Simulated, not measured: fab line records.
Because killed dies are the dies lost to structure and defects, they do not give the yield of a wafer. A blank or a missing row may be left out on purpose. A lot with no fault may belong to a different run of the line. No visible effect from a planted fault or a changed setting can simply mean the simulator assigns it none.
Split-lot experiment :: flow n5 finfet :: 39 wafers read from 7 lots, route of 1938 steps

== ON THE SPLIT ==
At N5_BEOL_M1_TRENCH_ETCH_37 (etches SiOC in C4F6/O2, target depth 55.207 nm, time 29 s), the setting time s was moved away from the recipe's 29 s on 12 of the 39 wafers read, by -51.5% to +45.9%. The other wafers ran this setting at the recipe's value.

== FROM THE SPLIT TO THE READING: what the file shows between them, 2 steps ==
- N5_BEOL_M1_ETCH_41: etches SiCN in CH3F/O2, target depth 31.9 nm, time 57.8 s
- N5_BEOL_M1_STRIP_97: strips in N2/H2, time 10 s

== THE READING ==
trench depth nm, in nm, at N5_BEOL_M1_OCD_MEAS_38. Fault-free wafers of this fab line usually give 55.0 nm, standard deviation 1 nm.

wafer: L078.1
tool, chamber at the split: rie diel-02, 0
time s as run, s: 29
against the recipe: recipe
trench depth nm, nm: 55.2
against lot-mates on the recipe: -

wafer: L078.2
tool, chamber at the split: rie diel-02, 1
time s as run, s: 42.3
against the recipe: +45.9%
trench depth nm, nm: 81.7
against lot-mates on the recipe: +26.3

wafer: L078.3
tool, chamber at the split: rie diel-02, 2
time s as run, s: 42.3
against the recipe: +45.9%
trench depth nm, nm: 78.1
against lot-mates on the recipe: +22.7

wafer: L078.4
tool, chamber at the split: rie diel-02, 1
time s as run, s: 29
against the recipe: recipe
trench depth nm, nm: 55.3
against lot-mates on the recipe: -

wafer: L078.5
tool, chamber at the split: rie diel-02, 0
time s as run, s: 29
against the recipe: recipe
trench depth nm, nm: 55.6
against lot-mates on the recipe: -

wafer: L078.6
tool, chamber at the split: rie diel-02, 2
time s as run, s: 42.3
against the recipe: +45.9%
trench depth nm, nm: 78.6
against lot-mates on the recipe: +23.2

wafer: L079.1
tool, chamber at the split: rie diel-03, 0
time s as run, s: 29
against the recipe: recipe
trench depth nm, nm: 53.9
against lot-mates on the recipe: -

wafer: L079.2
tool, chamber at the split: rie diel-03, 1
time s as run, s: 29
against the recipe: recipe
trench depth nm, nm: 55.7
against lot-mates on the recipe: -

wafer: L079.3
tool, chamber at the split: rie diel-03, 3
time s as run, s: 29
against the recipe: recipe
trench depth nm, nm: 55.7
against lot-mates on the recipe: -

wafer: L079.4
tool, chamber at the split: rie diel-03, 2
time s as run, s: 29
against the recipe: recipe
trench depth nm, nm: 56.3
against lot-mates on the recipe: -

wafer: L079.5
tool, chamber at the split: rie diel-03, 1
time s as run, s: 29
against the recipe: recipe
trench depth nm, nm: 55.3
against lot-mates on the recipe: -

wafer: L079.6
tool, chamber at the split: rie diel-03, 2
time s as run, s: 29
against the recipe: recipe
trench depth nm, nm: 56.7
against lot-mates on the recipe: -

wafer: L084.1
tool, chamber at the split: rie diel-02, 1
time s as run, s: 14.06
against the recipe: -51.5%
trench depth nm, nm: 26.5
against lot-mates on the recipe: -27.8

wafer: L084.2
tool, chamber at the split: rie diel-02, 3
time s as run, s: 29
against the recipe: recipe
trench depth nm, nm: 55.4
against lot-mates on the recipe: -

wafer: L084.3
tool, chamber at the split: rie diel-02, 0
time s as run, s: 29
against the recipe: recipe
trench depth nm, nm: 55.1
against lot-mates on the recipe: -

wafer: L084.4
tool, chamber at the split: rie diel-02, 2
time s as run, s: 14.06
against the recipe: -51.5%
trench depth nm, nm: 25.7
against lot-mates on the recipe: -28.6

wafer: L084.5
tool, chamber at the split: rie diel-02, 1
time s as run, s: 14.06
against the recipe: -51.5%
trench depth nm, nm: 26.8
against lot-mates on the recipe: -27.5

wafer: L084.6
tool, chamber at the split: rie diel-02, 2
time s as run, s: 29
against the recipe: recipe
trench depth nm, nm: 52.3
against lot-mates on the recipe: -

wafer: L088.1
tool, chamber at the split: rie diel-03, 3
time s as run, s: 29
against the recipe: recipe
trench depth nm, nm: 55.2
against lot-mates on the recipe: -

wafer: L088.2
tool, chamber at the split: rie diel-03, 0
time s as run, s: 29
against the recipe: recipe
trench depth nm, nm: 54.3
against lot-mates on the recipe: -

wafer: L088.3
tool, chamber at the split: rie diel-03, 2
time s as run, s: 35.24
against the recipe: +21.5%
trench depth nm, nm: 66.9
against lot-mates on the recipe: +12.1

wafer: L088.4
tool, chamber at the split: rie diel-03, 1
time s as run, s: 29
against the recipe: recipe
trench depth nm, nm: 54.9
against lot-mates on the recipe: -

wafer: L088.5
tool, chamber at the split: rie diel-03, 1
time s as run, s: 35.24
against the recipe: +21.5%
trench depth nm, nm: 66.8
against lot-mates on the recipe: +12.0

wafer: L088.6
tool, chamber at the split: rie diel-03, 0
time s as run, s: 35.24
against the recipe: +21.5%
trench depth nm, nm: 65.8
against lot-mates on the recipe: +11.0

wafer: L091.1
tool, chamber at the split: rie diel-02, 1
time s as run, s: 29
against the recipe: recipe
trench depth nm, nm: 54.3
against lot-mates on the recipe: -

wafer: L091.2
tool, chamber at the split: rie diel-02, 2
time s as run, s: 29
against the recipe: recipe
trench depth nm, nm: 53.5
against lot-mates on the recipe: -

wafer: L091.3
tool, chamber at the split: rie diel-02, 0
time s as run, s: 29
against the recipe: recipe
trench depth nm, nm: 55.6
against lot-mates on the recipe: -

wafer: L091.4
tool, chamber at the split: rie diel-02, 3
time s as run, s: 29
against the recipe: recipe
trench depth nm, nm: 55.1
against lot-mates on the recipe: -

wafer: L091.5
tool, chamber at the split: rie diel-02, 2
time s as run, s: 29
against the recipe: recipe
trench depth nm, nm: 54.0
against lot-mates on the recipe: -

wafer: L091.6
tool, chamber at the split: rie diel-02, 1
time s as run, s: 29
against the recipe: recipe
trench depth nm, nm: 54.9
against lot-mates on the recipe: -

wafer: L095.1
tool, chamber at the split: rie diel-01, 1
time s as run, s: 21.51
against the recipe: -25.8%
trench depth nm, nm: 41.3
against lot-mates on the recipe: -13.9

wafer: L095.2
tool, chamber at the split: rie diel-01, 0
time s as run, s: 29
against the recipe: recipe
trench depth nm, nm: 56.4
against lot-mates on the recipe: -

wafer: L095.3
tool, chamber at the split: rie diel-01, 3
time s as run, s: 29
against the recipe: recipe
trench depth nm, nm: 55.3
against lot-mates on the recipe: -

wafer: L095.4
tool, chamber at the split: rie diel-01, 2
time s as run, s: 29
against the recipe: recipe
trench depth nm, nm: 53.9
against lot-mates on the recipe: -

wafer: L095.5
tool, chamber at the split: rie diel-01, 2
time s as run, s: 21.51
against the recipe: -25.8%
trench depth nm, nm: 40.3
against lot-mates on the recipe: -14.9

wafer: L095.6
tool, chamber at the split: rie diel-01, 1
time s as run, s: 21.51
against the recipe: -25.8%
trench depth nm, nm: 42.0
against lot-mates on the recipe: -13.2

wafer: L097.2
tool, chamber at the split: rie diel-03, 2
time s as run, s: 29
against the recipe: recipe
trench depth nm, nm: 53.7
against lot-mates on the recipe: -

wafer: L097.3
tool, chamber at the split: rie diel-03, 1
time s as run, s: 29
against the recipe: recipe
trench depth nm, nm: 54.5
against lot-mates on the recipe: -

wafer: L097.4
tool, chamber at the split: rie diel-03, 0
time s as run, s: 29
against the recipe: recipe
trench depth nm, nm: 52.8
against lot-mates on the recipe: -

FIT RESULTS
A straight line over all 39 wafers: trench depth nm changes by +0.544 nm for each +1% of time s; r = +1.00; the points scatter about the line by 1.1 nm.
The same after taking each lot's own level away (the mean of its wafers on the recipe; 39 wafers): +0.536 nm for each +1%; r = +1.00; scatter 0.9 nm.
The reading moves by 28 nm for the largest change in time s, on that fit.
The lots' own levels span 53.67 to 55.60 nm, that is 1.9 times the standard deviation above.
Consequently the slope shifts little with the lot-to-lot level, the two slopes agreeing.
Check: for one of the wafers moved furthest among these (-51.5%), held out of the fit, the line's prediction against its lot-mates is -27.7 nm. Against them it came out at -27.8 nm.

== THE WHOLE CHAIN: every reading that the file lists as answering this split, in the file's order ==
step: N5_BEOL_M1_TRENCH_ETCH_37
what it does: etches SiOC in C4F6/O2, target depth 55.207 nm, time 29 s
reading: etch.depth nm (the simulator's own value, which no gauge read)
change (the file's fit): +0.536 nm for each +1% of the setting
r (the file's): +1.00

step: N5_BEOL_M1_TRENCH_ETCH_37
what it does: etches SiOC in C4F6/O2, target depth 55.207 nm, time 29 s
reading: BEOL_M1.feature depth nm (the simulator's own value, which no gauge read)
change (the file's fit): +0.536 nm for each +1% of the setting
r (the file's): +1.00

step: N5_BEOL_M1_TRENCH_ETCH_37
what it does: etches SiOC in C4F6/O2, target depth 55.207 nm, time 29 s
reading: TiN_of_BEOL_M1_HM_DEP_02.thk nm (the simulator's own value, which no gauge read)
change (the file's fit): -0.0257 nm for each +1% of the setting
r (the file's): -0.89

step: N5_BEOL_M1_OCD_MEAS_38
what it does: 
reading: trench depth nm
change (the file's fit): +0.536 nm for each +1% of the setting
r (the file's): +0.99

== THE FILE'S OWN FIT ==
trench depth nm changes by +0.536 nm for each +1% of time s, r = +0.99.
